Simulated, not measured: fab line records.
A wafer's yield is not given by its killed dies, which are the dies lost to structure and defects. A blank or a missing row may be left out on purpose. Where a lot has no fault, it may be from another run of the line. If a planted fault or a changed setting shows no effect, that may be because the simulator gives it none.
Matching of chambers :: flow nand-harc :: rie-diel-05 running NHARC_A_CHANNEL_HOLE_D2_ETCH_38: 4 sister chambers
The step etches the open film in CF4, target depth 39 nm, time 65 s. 4 wafers are shown with their chamber, then 10 later ones without.

## WAFERS PAIRED WITH THEIR CHAMBERS
wafer: L136.2
chamber: 2
drypump-motor-current-A (A): 5.4

wafer: L138.6
chamber: 0
drypump-motor-current-A (A): 6.0

wafer: L144.1
chamber: 1
drypump-motor-current-A (A): 5.9

wafer: L144.6
chamber: 3
drypump-motor-current-A (A): 6.3

## WAFERS WHOSE CHAMBER IS MISSING
wafer: L145.2
drypump-motor-current-A (A): 6.4

wafer: L145.5
drypump-motor-current-A (A): 5.9

wafer: L145.6
drypump-motor-current-A (A): 6.4

wafer: L146.1
drypump-motor-current-A (A): 6.0

wafer: L146.4
drypump-motor-current-A (A): 6.4

wafer: L146.5
drypump-motor-current-A (A): 6.0

wafer: L151.2
drypump-motor-current-A (A): 6.4

wafer: L151.6
drypump-motor-current-A (A): 6.0

wafer: L152.2
drypump-motor-current-A (A): 6.0

wafer: L152.6
drypump-motor-current-A (A): 6.3

## WHICH CHAMBER EACH ONE RAN IN
wafer: L145.2
from the rows above: 3
in truth: 3

wafer: L145.5
from the rows above: can't be placed: 1 or 0
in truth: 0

wafer: L145.6
from the rows above: 3
in truth: 3

wafer: L146.1
from the rows above: can't be placed: 0 or 1
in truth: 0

wafer: L146.4
from the rows above: 3
in truth: 3

wafer: L146.5
from the rows above: can't be placed: 0 or 1
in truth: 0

wafer: L151.2
from the rows above: 3
in truth: 3

wafer: L151.6
from the rows above: can't be placed: 0 or 1
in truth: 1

wafer: L152.2
from the rows above: can't be placed: 0 or 1
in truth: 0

wafer: L152.6
from the rows above: 3
in truth: 3
5 of 10 placed correctly. Can't be placed from these rows: 5 (the true chamber is among the candidates in 5). Placed wrongly: 0.
How it was worked out, from the rows above alone: a wafer's distance from a chamber is the root of the sum, over the readings, of the square of ((its reading less the chamber's mean) divided by the reading's scatter). The wafer belongs to the nearest chamber; if the next one is less than 2 further off, it can't be placed. For every chamber, the mean is computed from those of its wafers that are shown. The scatter: root of mean squared gap, hidden wafer to nearest shown wafer, with one shown wafer a chamber.
